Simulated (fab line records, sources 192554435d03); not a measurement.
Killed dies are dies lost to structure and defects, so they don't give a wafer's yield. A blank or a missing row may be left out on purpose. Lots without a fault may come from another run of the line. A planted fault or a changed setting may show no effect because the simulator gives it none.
fab line records | flow n5_finfet
record lots=10 wafers=28 last_day=17
route steps=1938 shown BEOL_M0_SAQP@639 BEOL_M4@1111 PASSIVATION@1936
lots that met no fault: from a run of the same line without faults
start_h: hours from the record's first day to the start of the lot's first wafer shown | wait_h: hours since the lot's step before | " the same as in the row above | L1.1+2: a row that stands for several wafers | - no value, or no start given | * or withheld: withheld | < > ~ a bound
route shown NAME@n: a module of which the file shows steps, and the number in the route of the first | usual: mean/standard deviation of fault-free wafers | same: alike in all rows | chamber/n: place in a boat | sites: the reading at each site | _std_site: their standard deviation | _edge_site: outer sites' mean less inner sites' | radius_mm: how far each site lies from the wafer's centre | mask NAME#n: copy n | behind: the tool/chamber that last shaped the wafer | hold: why the lot was held/for how many hours/how that ended | device: the transistor (n, p or np) that didn't switch | end of line: the same wafers' tests at the end of the route | a step without rows: its recipe alone | killed: dies lost to structure and defects at the first sort, not the wafer's yield | map: a wafer's dies, x killed, . not, _ none there
set.NAME: the setting as run; set.NAME@STEP: as run at that earlier step | model.NAME: the simulator's own value behind a step, which no gauge read
steps of the route over a sample of lots; a table a step, a row a wafer
services: from which hour (start_h, from the record's first day; less than 0 if before it) a tool's chamber was out of use, for how many hours, and why
## steps
# step N5_BEOL_M0_SAQP_THK_MEAS_05
# usual thk_nm=59.7/0.87
# columns lot.wafer tool chamber start_h wait_h thk_nm
L304.2 film_metro-02 - 110.91 0.1 59.9
L304.4 " - " " 61.1
L304.5 " - " " 61.9
L306.3 film_metro-01 - 115.73 0.1 59.4
L306.5 " - " " 60.4
L306.6 " - " " 59.0
L307.2 film_metro-01 - 125.72 0.1 59.3
L307.3 " - " " 59.7
L307.4 " - " " 59.9
L312.2 film_metro-02 - 152.83 0.1 58.7
L312.3 " - " " 59.8
L314.2 film_metro-01 - 166.07 0.1 59.2
L314.3 " - " " 59.2
L318.2 film_metro-01 - 193.52 0.1 60.6
L318.5 " - " " 62.0
L318.6 " - " " 61.9
L319.1 film_metro-02 - 204.82 0.1 60.3
L319.4 " - " " 60.1
L319.6 " - " " 60.0
L320.1 film_metro-01 - 210.76 0.1 59.9
L320.3 " - " " 59.2
L320.5 " - " " 59.8
L321.2 film_metro-02 - 213.98 0.1 57.8
L321.4 " - " " 59.2
L321.6 " - " " 58.9
L324.1 film_metro-01 - 228.03 0.1 59.0
L324.5 " - " " 59.5
L324.6 " - " " 59.7
# step N5_BEOL_M0_SAQP_HM_DEP_111
# recipe material=SiO2 target_thk_a=120 temp_c=400 precursor=SiH4/N2O pressure_torr=0.75 rf_w=275 time_s=7.2
# usual heater_power_w=739/91 rf_fwd_power_W=272.9/0.96 showerhead_plenum_p_Torr=8.14/0.14
# columns lot.wafer tool chamber start_h wait_h heater_power_w rf_fwd_power_W showerhead_plenum_p_Torr
L304.2 pecvd-01 2 110.95 0.0 644 272.9 8.04
L304.4 " 2 " " 625 274.2 8.07
L304.5 " 1 " " 725 272.9 8.27
L306.3 pecvd-01 1 115.77 0.0 689 272.8 8.26
L306.5 " 1 " " 683 271.9 8.28
L306.6 " 0 " " 725 272.3 8.23
L307.2 pecvd-03 2 125.76 0.0 747 272.1 8.38
L307.3 " 1 " " 644 272.7 7.96
L307.4 " 1 " " 667 272.0 7.96
L312.2 pecvd-01 2 152.87 0.0 666 272.3 8.09
L312.3 " 1 " " 697 273.1 8.25
L314.2 pecvd-01 0 166.11 0.0 746 271.4 8.21
L314.3 " 1 " " 737 273.2 8.28
L318.2 pecvd-01 0 193.56 0.0 688 273.7 8.25
L318.5 " 2 " " 624 271.0 8.07
L318.6 " 0 " " 702 271.8 8.21
L319.1 pecvd-03 1 204.86 0.0 654 272.4 7.98
L319.4 " 1 " " 637 272.6 7.97
L319.6 " 0 " " 694 273.7 7.98
L320.1 pecvd-02 1 210.80 0.0 662 272.8 8.19
L320.3 " 1 " " 679 273.0 8.19
L320.5 " 0 " " 854 272.0 8.19
L321.2 pecvd-02 1 214.02 0.0 792 272.4 8.18
L321.4 " 0 " " 926 272.6 8.19
L321.6 " 0 " " 930 271.5 8.19
L324.1 pecvd-03 2 228.07 0.0 832 272.9 8.38
L324.5 " 1 " " 662 272.8 7.99
L324.6 " 0 " " 721 274.0 7.96
# step N5_BEOL_M0_SAQP_HM_OPEN_112
# recipe chemistry=CHF3/O2 target=SiO2 stop_on=a-Si target_depth_a=120 over_etch_frac=1.25 mask_material=SOC time_s=13.5 pressure_mtorr=30 source_w=650 bias_w=170 Ar_flow_sccm=200 CHF3_flow_sccm=50 O2_flow_sccm=5 ion_energy_ev=200 ends=end_point
# usual chamber_pressure_mTorr=29.995/0.027 drypump_motor_current_A=5.9/0.43 mfc_ar_sccm=200.0/0.51 oes_product_au=0.52/0.059 over_etch_frac=1.25/0 rf_fwd_power_W=644.5/2.3 rf_vpp_V=531/15 showerhead_plenum_p_Torr=2.42/0.073 throttle_valve_pct=18.83/0.24
# columns lot.wafer tool chamber start_h wait_h chamber_pressure_mTorr drypump_motor_current_A mfc_ar_sccm oes_product_au over_etch_frac rf_fwd_power_W rf_hours_counter_h rf_vpp_V showerhead_plenum_p_Torr throttle_valve_pct
L304.2 rie_diel-06 2 111.90 0.0 29.992 5.4 200.9 0.51 1.25 642.8 139 547 2.40 19.02
L304.4 " 3 " " 29.959 5.4 199.5 0.61 1.25 643.7 13 537 2.56 18.55
L304.5 " 1 " " 29.988 5.5 200.1 0.45 1.25 646.4 - 532 2.37 18.96
L306.3 rie_diel-03 0 116.68 0.0 30.016 6.2 199.9 0.45 1.25 641.0 238 541 2.36 18.70
L306.5 " 1 " " 29.974 5.7 199.7 0.49 1.25 644.0 - 514 2.32 19.12
L306.6 " 0 " " 30.069 6.2 199.4 0.45 1.25 640.7 - 543 2.36 18.71
L307.2 rie_diel-03 1 126.36 0.0 29.991 5.7 199.9 0.49 1.25 640.9 155 512 2.32 19.12
L307.3 " 0 " " 30.006 6.2 199.7 0.44 1.25 647.2 240 541 2.36 18.71
L307.4 " 3 " " 29.967 5.7 199.6 0.46 1.25 645.4 196 532 2.49 19.02
L312.2 rie_diel-03 3 153.60 0.0 29.995 5.7 200.3 0.46 1.25 645.3 205 531 2.49 19.02
L312.3 " 1 " " 29.976 5.7 200.6 0.42 2.2723 642.3 165 513 2.31 19.14
L314.2 rie_diel-03 2 166.71 0.0 30.024 6.6 200.2 0.62 1.25 639.6 6 542 2.47 18.59
L314.3 " 3 " " 30.038 5.7 200.3 0.40 2.2723 647.1 211 532 2.48 19.03
L318.2 rie_diel-06 0 194.29 0.0 29.962 6.0 200.1 0.53 1.25 645.1 84 515 2.45 19.05
L318.5 " 3 " " 29.991 5.4 200.7 0.57 1.25 640.9 - 536 2.55 18.60
L318.6 " 0 " " 30.002 6.1 199.8 0.54 1.25 646.3 - 516 2.45 19.04
L319.1 rie_diel-02 0 205.59 0.0 29.958 6.2 200.6 0.45 1.25 645.9 219 519 2.49 18.70
L319.4 " 1 " " 29.992 6.6 200.6 0.52 1.25 646.5 100 564 2.42 18.57
L319.6 " 3 " " 30.017 5.2 199.4 0.54 1.25 644.1 - 506 2.34 18.59
L320.1 rie_diel-02 3 211.42 0.0 30.036 5.2 199.8 0.55 1.25 645.9 61 507 2.34 18.61
L320.3 " 2 " " 30.002 6.2 200.4 0.63 1.25 645.4 5 535 2.37 18.77
L320.5 " 2 " " 29.990 6.1 200.8 0.63 1.25 645.8 - 535 2.37 18.75
L321.2 rie_diel-06 0 214.77 0.0 29.978 6.0 200.1 0.53 1.25 643.0 89 515 2.44 19.06
L321.4 " 3 " " 29.975 5.4 200.1 0.57 1.25 640.3 46 536 2.55 18.61
L321.6 " 3 " " 30.027 5.4 199.7 0.57 1.25 640.4 - 536 2.55 18.60
L324.1 rie_diel-02 1 228.67 0.0 30.024 6.6 199.7 0.52 1.25 643.2 107 565 2.42 18.57
L324.5 " 3 " " 30.048 5.2 201.3 0.54 1.25 643.9 - 505 2.34 18.62
L324.6 " 0 " " 30.051 6.2 199.9 0.45 1.25 648.2 - 518 2.49 18.70
# step N5_BEOL_M0_SAQP_RECESS_114
# recipe chemistry=HF/NH3 target=SiO2 target_depth_a=144 afs_cycles=3 temp_c=30 sublimation_temp_c=180 sublimation_time_s=60
# usual drypump_motor_current_A=5.9/0.35
# columns lot.wafer tool chamber start_h wait_h drypump_motor_current_A
L304.2 vapor_etch-01 1 112.22 0.0 6.3
L304.4 " 1 " " 6.3
L304.5 " 1 " " 6.3
L306.3 vapor_etch-01 1 117.15 0.2 6.3
L306.5 " 0 " " 5.5
L306.6 " 1 " " 6.3
L307.2 vapor_etch-02 0 126.68 0.0 6.2
L307.3 " 0 " " 6.2
L307.4 " 1 " " 5.7
L312.2 vapor_etch-01 0 153.92 0.0 5.5
L312.3 " 1 " " 6.3
L314.2 vapor_etch-02 1 167.02 0.0 5.7
L314.3 " 0 " " 6.2
L318.2 vapor_etch-01 1 194.64 0.0 6.4
L318.5 " 0 " " 5.5
L318.6 " 1 " " 6.3
L319.1 vapor_etch-02 0 205.90 0.0 6.2
L319.4 " 1 " " 5.7
L319.6 " 0 " " 6.1
L320.1 vapor_etch-01 0 211.73 0.0 5.4
L320.3 " 1 " " 6.3
L320.5 " 1 " " 6.3
L321.2 vapor_etch-01 1 215.08 0.0 6.3
L321.4 " 1 " " 6.3
L321.6 " 0 " " 5.4
L324.1 vapor_etch-02 0 228.98 0.0 6.1
L324.5 " 0 " " 6.2
L324.6 " 1 " " 5.7
# step N5_BEOL_M4_RC_MEAS_101
# usual DIBL_N=36.1/2 DIBL_P=36.3/2.4 IOFF_N=0.15/0.035 IOFF_P=0.21/0.039 ION_N=672/15 ION_P=463/9.7 SS_N=71.5/0.7 SS_P=73.2/0.75 VT_N=251/3.6 VT_P=-250/3.8
# columns lot.wafer tool chamber start_h wait_h DIBL_N[mV/V] DIBL_P[mV/V] IOFF_N[nA/um] IOFF_P[nA/um] ION_N[uA/um] ION_P[uA/um] SS_N[mV/dec] SS_P[mV/dec] VT_N[mV] VT_P[mV]
L304.2 prober-01 0 174.42 0.2 33.8 33.2 0.12 0.18 676 466 70.3 72.8 255 -252
L304.4 " 0 " " 35.8 36.5 0.14 0.22 670 468 71.2 73.4 252 -247
L304.5 " 0 " " 36.9 37.2 0.15 0.24 669 466 71.5 73.8 253 -248
L306.3 prober-01 0 176.51 0.3 32.3 33.3 0.11 0.18 672 481 71.6 72.3 254 -248
L306.5 " 0 " " 37.0 38.7 0.19 0.27 694 481 71.2 73.3 247 -245
L306.6 " 0 " " 35.8 37.5 0.16 0.25 688 484 71.5 73.6 249 -247
L307.2 prober-02 0 192.02 0.2 35.3 37.2 0.12 0.16 675 453 71.4 73.3 253 -258
L307.3 " 0 " " 31.4 32.2 0.08 0.11 637 439 69.7 71.6 260 -262
L307.4 " 0 " " 32.5 32.9 0.08 0.11 631 434 70.5 72.3 261 -262
L312.2 prober-02 0 214.70 0.3 35.3 35.3 0.12 0.18 657 461 71.7 73.2 255 -255
L312.3 " 0 " " 35.2 34.5 0.12 0.16 653 458 71.4 73.0 254 -257
L314.2 prober-01 0 221.44 0.2 34.6 34.5 0.12 0.15 653 442 72.0 72.8 256 -254
L314.3 " 0 " " 36.7 38.1 0.17 0.21 671 457 72.0 73.1 248 -253
L318.2 prober-02 0 252.43 0.2 37.0 37.2 0.17 0.24 696 474 71.3 72.7 247 -248
L318.5 " 0 " " 34.1 33.6 0.12 0.17 655 457 70.9 72.2 253 -253
L318.6 " 0 " " 35.9 35.8 0.15 0.21 687 474 70.9 73.0 252 -252
L319.1 prober-01 0 263.92 0.0 35.3 35.0 0.14 0.22 673 471 71.3 72.7 249 -248
L319.4 " 0 " " 39.3 39.7 0.23 0.30 675 467 72.1 73.5 247 -242
L319.6 " 0 " " 34.5 34.1 0.14 0.21 684 477 70.8 72.3 248 -248
L320.1 prober-02 0 276.00 0.0 33.3 33.1 0.13 0.18 667 452 70.4 72.3 250 -254
L320.3 " 0 " " 38.0 38.7 0.20 0.27 680 462 72.8 73.7 247 -248
L320.5 " 0 " " 34.9 33.5 0.13 0.17 664 451 72.6 73.3 253 -250
L321.2 prober-02 0 279.34 0.2 37.7 37.9 0.17 0.25 685 477 72.1 73.7 249 -248
L321.4 " 0 " " 36.5 36.8 0.17 0.25 682 478 71.6 73.6 249 -247
L321.6 " 0 " " 33.0 32.1 0.10 0.16 655 458 70.3 71.6 259 -254
L324.1 prober-02 0 287.61 0.0 36.1 38.5 0.17 0.24 673 474 71.7 74.1 250 -250
L324.5 " 0 " " 34.5 35.5 0.14 0.20 666 462 72.0 73.4 250 -251
L324.6 " 0 " " 33.7 33.6 0.12 0.17 662 456 71.0 72.7 252 -255
# step N5_PASSIVATION_PROBE_49
# usual defect_limited_yield=91.1/1.6 killed_at_M0_to_M3=35/11 killed_at_M4_up=13/5.4 killed_at_contacts=13/6.5 killed_at_front_end=40/14 killed_at_other=4/3.1 killed_dies=105/18 killed_open=69/14 killed_short=34/7.3 sort_bin_5_function=5.2/0.96 sort_bin_6_memory=3.4/0.77 sort_bin_8_speed=0.02/0.13 sort_n_pass=1075/19 sort_yield_pct=91.1/1.6
# same gross_dies=1180 killed_at_back_side=0 sort_bin_4_leakage[%]=0
# columns lot.wafer tool chamber start_h wait_h defect_limited_yield[%] killed_at_M0_to_M3 killed_at_M4_up killed_at_contacts killed_at_front_end killed_at_other killed_dies killed_open killed_short sort_bin_5_function[%] sort_bin_6_memory[%] sort_bin_8_speed[%] sort_n_pass sort_yield_pct[%]
L312.2 prober-02 - 313.56 0.1 91.1 39 4 6 51 5 105 67 35 4.9 3.6 0 1075 91.1
L312.3 prober-02 - 313.61 0.1 90.0 40 3 17 46 12 118 73 45 6.0 3.6 0 1062 90.0
L314.3 prober-01 - 328.59 0.1 88.4 45 25 14 39 14 137 86 48 5.5 5.3 0 1043 88.4
# killed by level:class
L312.2 BEOL_M0_SAQP:geometric_particle:open=14 STI_FIN_REVEAL:geometric_particle:open=12 FIN_SAQP:geometric_particle:open=10 BEOL_M0_SAQP:geometric_particle:short=10 FIN_SAQP:geometric_particle:short=8 GATE_CUT:geometric_particle:short=8 BEOL_M3:geometric_particle:open=7 MOL_CONTACT_COAG:geometric_particle:open=5
L312.3 MOL_CONTACT_COAG:geometric_particle:open=11 BEOL_M1:geometric_particle:open=10 GATE_CUT:geometric_particle:short=9 BEOL_M2:geometric_particle:open=8 FIN_SAQP:geometric_particle:open=6 STI_FIN_REVEAL:geometric_particle:open=6 GATE_CUT:geometric_particle:open=6 MOL_CONTACT_COAG:geometric_particle:short=6
L314.3 BEOL_M4:geometric_particle:open=15 MOL_CONTACT_COAG:geometric_particle:open=12 FIN_SAQP:geometric_particle:open=11 BEOL_M0_SAQP:geometric_particle:short=9 BEOL_M2:geometric_particle:open=9 BEOL_M3:geometric_particle:open=9 GATE_CUT:geometric_particle:short=7 BEOL_M0_SAQP:geometric_particle:open=7
## services
# columns tool chamber start_h hours kind
pecvd-01 - 87.33 2.8 pm
rie_diel-03 3 88.50 7.6 repair
pecvd-01 - 97.37 1.8 repair
rie_diel-06 1 129.08 - clean
rie_diel-06 1 129.08 - consumable_replace:focus_ring
rie_diel-06 1 129.08 22.8 scheduled_down
rie_diel-06 1 129.08 22.8 vent_cycle
pecvd-01 0 130.57 2.1 scheduled_down
pecvd-02 - 132.37 0.5 repair
rie_diel-03 2 135.89 - clean
rie_diel-03 2 135.89 - consumable_replace:focus_ring
rie_diel-03 2 135.89 17.7 scheduled_down
rie_diel-03 2 135.89 17.7 vent_cycle
pecvd-01 - 139.80 3.4 repair
rie_diel-02 - 142.37 0.3 repair
pecvd-02 - 153.19 2.8 pm
rie_diel-03 0 154.19 - clean
rie_diel-03 0 154.19 - consumable_replace:focus_ring
rie_diel-03 0 154.19 17.6 scheduled_down
rie_diel-03 0 154.19 17.6 vent_cycle
pecvd-02 0 174.57 9.4 repair
pecvd-02 - 195.94 0.3 repair
pecvd-01 - 203.80 6.0 pm
pecvd-03 - 224.03 1.4 repair
## key
first_sign step=N5_BEOL_M0_SAQP_HM_OPEN_112 reading=over_etch_frac direction=up sigmas=99+ usual=1.25 struck=2.2723
effect none on later readings
met_at N5_BEOL_M0_SAQP_HM_OPEN_112
struck_lots L312,L314
struck_wafers L312.3,L314.3
not_acting_at N5_BEOL_M0_SAQP_THK_MEAS_05,N5_BEOL_M0_SAQP_HM_DEP_111,N5_BEOL_M0_SAQP_RECESS_114
onset_between 126.36 153.60
fault kind=process_parameter_drift tool=rie_diel-03 chamber=- onset_h=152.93 steps=N5_BEOL_M0_SAQP_HM_OPEN_112 channel=over_etch_frac offset=1.0223 shape=step end_h=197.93 scope=struck_wafers_only acts_in=these_recipes_only stated=1.25
